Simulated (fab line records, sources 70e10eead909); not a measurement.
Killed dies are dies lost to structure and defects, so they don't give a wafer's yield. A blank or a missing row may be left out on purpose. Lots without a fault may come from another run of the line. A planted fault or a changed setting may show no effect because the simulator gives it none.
Chamber matching | flow nand_harc | NHARC_A_WL_FILL_ALD_19 on ald_metal-01: 4 sister chambers
The step deposits TiN, target thk 2 nm, pulse time 3 s, ald cycles 100. 8 wafers are shown with their chamber, then 11 later ones without.

WAFERS WITH THEIR CHAMBER
wafer  | chamber | heater_power_w (W) | precursor_pulse_height_rel
L079.3 | 0       | 900                | 1.008
L080.2 | 0       | 904                | 1.027
L080.3 | 1       | 1049               | 1.003
L080.6 | 1       | 1106               | 0.994
L085.1 | 2       | 1040               | 0.951
L085.5 | 2       | 1068               | 0.986
L085.6 | 3       | 1208               | 1.039
L085.2 | 3       | 1183               | 0.985

WAFERS WITHOUT THEIR CHAMBER
wafer  | heater_power_w (W) | precursor_pulse_height_rel
L085.3 | 1060               | 1.022
L085.4 | 902                | 1.012
L088.2 | 894                | 1.032
L088.3 | 1208               | 0.994
L088.5 | 1062               | 1.016
L094.1 | 911                | 1.011
L094.4 | 1081               | 0.963
L094.5 | 896                | 1.001
L095.2 | 897                | 0.999
L095.5 | 1131               | 1.001
L095.6 | 909                | 1.001

WHICH CHAMBER EACH WENT THROUGH
wafer  | from the rows above          | in truth
L085.3 | can't be placed: 1 or 2      | 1
L085.4 | 0                            | 0
L088.2 | 0                            | 0
L088.3 | 3                            | 3
L088.5 | can't be placed: 1 or 2      | 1
L094.1 | 0                            | 0
L094.4 | can't be placed: 2 or 1      | 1
L094.5 | 0                            | 0
L095.2 | 0                            | 0
L095.5 | can't be placed: 1 or 3 or 2 | 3
L095.6 | 0                            | 0
Placed correctly: 7 of 11. Can't be placed from these rows: 4 (the true chamber is among the candidates in 4). Placed wrongly: 0.
How it was worked out, from the rows above alone: a wafer's distance from a chamber is the root of the sum, over the readings, of the square of ((its reading less the chamber's mean) divided by the reading's scatter). The wafer belongs to the nearest chamber; if the next one is less than 2 further off, it can't be placed. A chamber's mean is the mean of its shown wafers. The scatter: the root of (the sum of the squares of (reading less its chamber's mean) over the shown wafers, divided by (wafers less chambers)).
